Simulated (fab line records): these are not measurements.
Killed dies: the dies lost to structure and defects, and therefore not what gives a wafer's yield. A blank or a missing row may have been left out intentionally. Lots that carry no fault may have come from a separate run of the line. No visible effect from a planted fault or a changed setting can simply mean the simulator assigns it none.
Chamber matching | flow n5Finfet | N5_BEOL_M6_DEP_56 on pecvd-04: 3 sister chambers
The step deposits SiCN from 3MS/NH3, target thk 10 nm, time 17.5 s. 3 wafers are shown with their chamber, then 8 later ones without.

WAFERS WITH THEIR CHAMBER
wafer  | chamber | showerheadPlenumPTorr (Torr)
L080.4 | 1       | 3.641
L080.5 | 2       | 3.667
L088.1 | 0       | 3.683

WAFERS WITHOUT THEIR CHAMBER
wafer  | showerheadPlenumPTorr (Torr)
L088.2 | 3.675
L088.3 | 3.646
L090.1 | 3.661
L090.2 | 3.647
L090.6 | 3.682
L094.1 | 3.682
L094.2 | 3.677
L094.4 | 3.667

EACH ONE'S CHAMBER
wafer  | from the rows above     | in truth
L088.2 | can't be placed: 0 or 2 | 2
L088.3 | 1                       | 1
L090.1 | 2                       | 2
L090.2 | 1                       | 1
L090.6 | 0                       | 0
L094.1 | 0                       | 0
L094.2 | can't be placed: 0 or 2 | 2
L094.4 | 2                       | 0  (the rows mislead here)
Correct placement for 5 of the 8. Can't be placed from these rows: 2 (the true chamber is among the candidates in 2). Number placed wrongly: 1.
How it was worked out, from the rows above alone: a wafer's distance from a chamber is the root of the sum, over the readings, of the square of ((its reading less the chamber's mean) divided by the reading's scatter). If the next closest chamber is less than 2 further off than the closest, the wafer can't be placed; otherwise it belongs to the closest. For every chamber, the mean is computed from those of its wafers that are shown. The scatter (one wafer shown for each chamber): square how far every hidden wafer sits from the nearest shown wafer, average those squares and take the square root.
